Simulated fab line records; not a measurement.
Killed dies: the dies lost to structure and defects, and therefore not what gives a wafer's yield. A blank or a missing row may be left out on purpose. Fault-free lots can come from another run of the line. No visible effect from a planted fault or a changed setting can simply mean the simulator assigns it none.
What tool caused it? | flow n5-finfet | 27 wafers from 9 lots sampled at 7 of the route's 1938 steps

== WHAT THE GAUGES READ, wafer by wafer ==
N5_MOL_CONTACT_COAG_CD_MEAS_137: the cd target is 16 nm.
lot  | measured     | on        | cd-nm (nm)
L910 | day 5 17:54  | cd-sem-01 | 16.7 16.2 16.5
L913 | day 6 14:43  | cd-sem-01 | 16.0 15.9 16.1
L915 | day 6 20:56  | cd-sem-01 | 15.7 16.1 15.8
L918 | day 7 21:00  | cd-sem-01 | 16.3 15.6 16.0
L920 | day 8 10:45  | cd-sem-03 | - - -
L921 | day 8 10:58  | cd-sem-01 | - - -
L923 | day 9 03:00  | cd-sem-02 | 16.0 16.4 16.2
L930 | day 10 15:22 | cd-sem-01 | 15.6 15.8 16.3
L931 | day 11 03:35 | cd-sem-03 | 16.3 15.9 16.0

N5_MOL_CONTACT_COAG_INSPECT_42: inspects for defects (brightfield).
lot  | measured     | on                | raw-defect-count
L910 | day 5 18:26  | defect-inspect-02 | 180 280 178
L913 | day 6 15:07  | defect-inspect-02 | 234 193 183
L915 | day 6 21:21  | defect-inspect-01 | 147 131 157
L918 | day 7 21:25  | defect-inspect-01 | 131 236 139
L920 | day 8 11:09  | defect-inspect-01 | 1918 1875 1993
L921 | day 8 11:29  | defect-inspect-02 | 1924 2003 2100
L923 | day 9 03:32  | defect-inspect-01 | 178 217 146
L930 | day 10 15:47 | defect-inspect-01 | 167 196 142
L931 | day 11 04:07 | defect-inspect-01 | 165 265 254

N5_BEOL_M4_RC_MEAS_101.
lot  | measured     | on        | DIBL_N (mV/V)  | DIBL_P (mV/V)  | IOFF_N (nA/um) | IOFF_P (nA/um) | ION_N (uA/um) | ION_P (uA/um) | SS_N (mV/dec)  | SS_P (mV/dec)  | VT_N (mV)   | VT_P (mV)
L910 | day 8 13:00  | prober-01 | 35.3 35.1 35.1 | 36.5 36.3 36.6 | 0.14 0.14 0.15 | 0.18 0.17 0.18 | 674 673 679   | 456 456 458   | 71.3 72.2 71.7 | 74.1 72.9 73.7 | 251 249 249 | -257 -256 -257
L913 | day 10 03:57 | prober-02 | 37.9 39.7 38.8 | 37.8 40.0 38.7 | 0.16 0.20 0.17 | 0.27 0.30 0.26 | 674 681 670   | 467 472 460   | 72.4 72.3 71.8 | 73.1 74.3 73.7 | 247 249 249 | -245 -244 -246
L915 | day 10 11:35 | prober-02 | 38.5 36.0 36.5 | 39.7 35.4 36.6 | 0.21 0.16 0.16 | 0.28 0.20 0.22 | 699 676 683   | 476 465 466   | 71.8 70.9 71.2 | 74.3 72.7 73.5 | 246 249 249 | -244 -248 -249
L918 | day 11 12:39 | prober-02 | 38.4 37.8 36.4 | 38.8 37.0 36.2 | 0.21 0.19 0.17 | 0.24 0.21 0.20 | 694 676 681   | 467 456 457   | 71.6 72.2 70.9 | 74.4 74.3 73.6 | 242 245 245 | -249 -253 -250
L923 | day 11 23:55 | prober-01 | 34.3 35.2 35.1 | 33.9 35.4 36.1 | 0.13 0.15 0.15 | 0.16 0.18 0.18 | 660 676 672   | 451 456 458   | 70.9 70.2 71.1 | 72.6 73.0 73.4 | 253 250 251 | -254 -254 -254
L930 | day 14 12:44 | prober-02 | 36.1 35.7 38.8 | 34.6 35.6 38.9 | 0.13 0.14 0.19 | 0.18 0.19 0.25 | 657 662 676   | 454 455 463   | 71.0 71.3 71.8 | 72.7 73.0 73.1 | 252 252 246 | -253 -253 -247
L931 | day 15 12:26 | prober-01 | 35.8 37.7 35.5 | 36.4 38.7 36.3 | 0.18 0.19 0.16 | 0.24 0.26 0.23 | 683 674 682   | 470 460 472   | 71.4 72.8 71.3 | 73.4 73.5 73.2 | 247 246 249 | -247 -248 -247

== TOOL THAT RAN EACH LOT (tool first, then ch and the chambers of the sampled wafers, then the start) ==
lot  | N5_MOL_CONTACT_COAG_ETCH_15       | N5_MOL_CONTACT_COAG_ALD_20         | N5_MOL_CONTACT_COAG_CO_FILL_22  | N5_MOL_CONTACT_COAG_PECVD_31
L910 | rie-diel-02 ch 0,2, day 5 03:40   | ald-metal-04 ch 0,1,2, day 5 04:56 | cvd-co-01 ch 1,2, day 5 08:22   | pecvd-04 ch 0,1, day 5 16:30
L913 | rie-diel-06 ch 0,1,3, day 6 04:32 | ald-metal-04 ch 0,2,3, day 6 05:23 | cvd-co-02 ch 0,2, day 6 08:06   | pecvd-02 ch 0,1, day 6 13:26
L915 | rie-diel-01 ch 0,1,2, day 6 10:47 | ald-metal-02 ch 0,1,3, day 6 11:50 | cvd-co-02 ch 0,2, day 6 13:13   | pecvd-04 ch 1,2, day 6 19:33
L918 | rie-diel-06 ch 2,3, day 7 06:20   | ald-metal-04 ch 1,2,3, day 7 08:47 | cvd-co-02 ch 1,2, day 7 10:35   | pecvd-04 ch 0,1, day 7 19:31
L920 | rie-diel-01 ch 0,1,3, day 7 23:52 | ald-metal-04 ch 0,3, day 8 00:44   | cvd-co-02 ch 0,1,2, day 8 03:19 | pecvd-04 ch 0,1,2, day 8 08:50
L921 | rie-diel-06 ch 0,1, day 8 02:34   | ald-metal-02 ch 1,2, day 8 03:29   | cvd-co-02 ch 1,2, day 8 04:17   | pecvd-04 ch 0,1, day 8 09:27
L923 | rie-diel-02 ch 1,2, day 8 14:16   | ald-metal-02 ch 0,1,2, day 8 15:48 | cvd-co-01 ch 0,2, day 8 17:05   | pecvd-03 ch 0,2, day 9 01:13
L930 | rie-diel-02 ch 1,3, day 10 05:01  | ald-metal-04 ch 1,2, day 10 05:51  | cvd-co-02 ch 0,1, day 10 07:26  | pecvd-03 ch 0,1,2, day 10 14:06
L931 | rie-diel-01 ch 1,2, day 10 15:06  | ald-metal-02 ch 2,3, day 10 16:41  | cvd-co-01 ch 0,1, day 10 18:49  | pecvd-03 ch 1,2, day 11 01:50
- N5_MOL_CONTACT_COAG_ETCH_15: etches SiNx in CH3F/O2, stops on Si:P, target depth 7 nm.
- N5_MOL_CONTACT_COAG_ALD_20: deposits TiN, target thk 1.5 nm, pulse time 1 s, purge time 3 s.
- N5_MOL_CONTACT_COAG_CO_FILL_22: material Co, precursor CCTBA/H2, target thk 20 nm.
- N5_MOL_CONTACT_COAG_PECVD_31: deposits SiO2 from TEOS/O2, target thk 46 nm, time 8.9 s.

== WHAT THE TOOLS THEMSELVES READ (means of the sampled wafers that have a number; where no wafer has one, the mark that the record gives instead) ==
N5_MOL_CONTACT_COAG_ETCH_15.
lot  | tool        | drypump-motor-current-A (A) | oes-product-au (a.u.) | rf-vpp-V (V) | showerhead-plenum-p-Torr (Torr) | throttle-valve-pct (%)
L910 | rie-diel-02 | 5.6                         | 0.55                  | 301          | 1.92                            | 16.60
L913 | rie-diel-06 | 5.4                         | 0.54                  | 295          | 2.00                            | 16.59
L915 | rie-diel-01 | 5.7                         | 0.64                  | 299          | 2.03                            | 16.32
L918 | rie-diel-06 | 5.6                         | 0.55                  | 291          | 1.98                            | 16.48
L920 | rie-diel-01 | 5.7                         | 0.61                  | 300          | 2.02                            | 16.41
L921 | rie-diel-06 | 5.2                         | 0.66                  | 299          | 2.01                            | 16.37
L923 | rie-diel-02 | 5.3                         | 0.53                  | 300          | 1.93                            | 16.66
L930 | rie-diel-02 | 5.1                         | 0.54                  | 302          | 2.05                            | 16.64
L931 | rie-diel-01 | 5.7                         | 0.59                  | 297          | 2.02                            | 16.39

N5_MOL_CONTACT_COAG_ALD_20.
lot  | tool         | heater-power-w (W) | precursor-pulse-height-rel
L910 | ald-metal-04 | 1013               | 1.032
L913 | ald-metal-04 | 988                | 1.013
L915 | ald-metal-02 | 814                | 1.004
L918 | ald-metal-04 | 973                | 0.991
L920 | ald-metal-04 | 910                | 0.998
L921 | ald-metal-02 | 787                | 1.024
L923 | ald-metal-02 | 819                | 0.980
L930 | ald-metal-04 | 1041               | 0.997
L931 | ald-metal-02 | 827                | 0.992

N5_MOL_CONTACT_COAG_CO_FILL_22.
lot  | tool      | heater-power-w (W)
L910 | cvd-co-01 | 265
L913 | cvd-co-02 | 212
L915 | cvd-co-02 | 240
L918 | cvd-co-02 | 201
L920 | cvd-co-02 | 223
L921 | cvd-co-02 | 212
L923 | cvd-co-01 | 223
L930 | cvd-co-02 | 245
L931 | cvd-co-01 | 220

N5_MOL_CONTACT_COAG_PECVD_31.
lot  | tool     | chamber-pressure-Torr (Torr)
L910 | pecvd-04 | 6.497
L913 | pecvd-02 | 6.485
L915 | pecvd-04 | 6.503
L918 | pecvd-04 | 6.504
L920 | pecvd-04 | -
L921 | pecvd-04 | -
L923 | pecvd-03 | 6.505
L930 | pecvd-03 | 6.501
L931 | pecvd-03 | 6.510

== THE ANSWER, worked out from the rows above alone ==
Rule: the usual values come from the lots themselves. The widest of any qualifying gaps counts: lots, ordered by their means at a reading, are off when they make up no more than a third of the lots, leave a main group of 4 or more, and stand apart from it by 3 or more times the standard deviation of that group's means. A main group whose means are all the same, to the digits that the tables above print for the reading, isn't used. Also off: a lot with no number at a reading for which 4 or more lots have one. Where the step has rows for the other lots, those lots are counted as sound. After the gauges, taken in route order, come the tools' own readings; for these a lot's mean is taken, as printed above. At the first step where some lot is off, the reading lying furthest off is the one used; lots without a number count as furthest.
Off: L920, L921, at N5_MOL_CONTACT_COAG_CD_MEAS_137 (cd-nm). Without a number there: L920, L921. For the main group the mean is 16.1 nm and the standard deviation 0.19.
A tool fits if, at a process step before that reading, it ran every lot that is off, and no sound lot after the first of them. Not tried: the gauges at N5_MOL_CONTACT_COAG_CD_MEAS_137; whatever is off there is also off at N5_MOL_CONTACT_COAG_INSPECT_42, on other tools, and gauge error can't account for it. One candidate fits, namely pecvd-04 at N5_MOL_CONTACT_COAG_PECVD_31. A fault onset in the window from L918 (day 7 19:31, its last sound lot) to L920 (day 8 08:50, its first lot off) fits.
Blank at N5_MOL_CONTACT_COAG_PECVD_31 on the lots that are off, where sound lots have numbers: chamber-pressure-Torr.

== WHAT HAD BEEN PUT IN BY THE SIMULATOR ==
Entire step skipped (pecvd-04, N5_MOL_CONTACT_COAG_PECVD_31), from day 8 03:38 onward. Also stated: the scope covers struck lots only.
Struck lots among those shown: L920, L921. The rule above reached the same finding.
